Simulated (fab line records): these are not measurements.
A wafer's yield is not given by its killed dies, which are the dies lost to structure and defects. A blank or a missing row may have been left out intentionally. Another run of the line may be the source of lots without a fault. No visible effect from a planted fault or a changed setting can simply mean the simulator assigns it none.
Matching of chambers + flow n5-finfet + rie-diel-05 running N5_HKMG_FIN_STRIP_92: 4 sister chambers
The step strips SOC in N2/H2, time 20 s. 4 wafers are shown with their chamber, then 10 later ones without.

WAFERS PAIRED WITH THEIR CHAMBERS
| wafer  | chamber | showerhead-plenum-p-Torr (Torr) |
|--------|---------|---------------------------------|
| L082.6 | 0       | 3.46                            |
| L084.1 | 3       | 3.31                            |
| L090.2 | 1       | 3.48                            |
| L090.3 | 2       | 3.08                            |

WAFERS MISSING THEIR CHAMBER
| wafer  | showerhead-plenum-p-Torr (Torr) |
|--------|---------------------------------|
| L090.5 | 3.08                            |
| L091.3 | 3.08                            |
| L091.4 | 3.48                            |
| L091.6 | 3.08                            |
| L093.1 | 3.08                            |
| L093.4 | 3.30                            |
| L093.6 | 3.30                            |
| L097.2 | 3.45                            |
| L097.4 | 3.47                            |
| L097.5 | 3.07                            |

WHICH CHAMBER EACH WENT THROUGH
| wafer  | from the rows above     | in truth |
|--------|-------------------------|----------|
| L090.5 | 2                       | 2        |
| L091.3 | 2                       | 2        |
| L091.4 | 1                       | 1        |
| L091.6 | 2                       | 2        |
| L093.1 | 2                       | 2        |
| L093.4 | 3                       | 3        |
| L093.6 | 3                       | 3        |
| L097.2 | 0                       | 0        |
| L097.4 | can't be placed: 1 or 0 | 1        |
| L097.5 | 2                       | 2        |
Correctly placed: 9 of 10. These rows do not allow placing 1 (true chamber among the candidates in 1). Number placed wrongly: 0.
How it was worked out, from the rows above alone: a wafer's distance from a chamber is the root of the sum, over the readings, of the square of ((its reading less the chamber's mean) divided by the reading's scatter). If the next closest chamber is less than 2 further off than the closest, the wafer can't be placed; otherwise it belongs to the closest. Each chamber's mean is taken over the wafers shown for it. The scatter: with one shown wafer a chamber, the root of the mean of the squares of how far each hidden wafer lies from its nearest shown one.
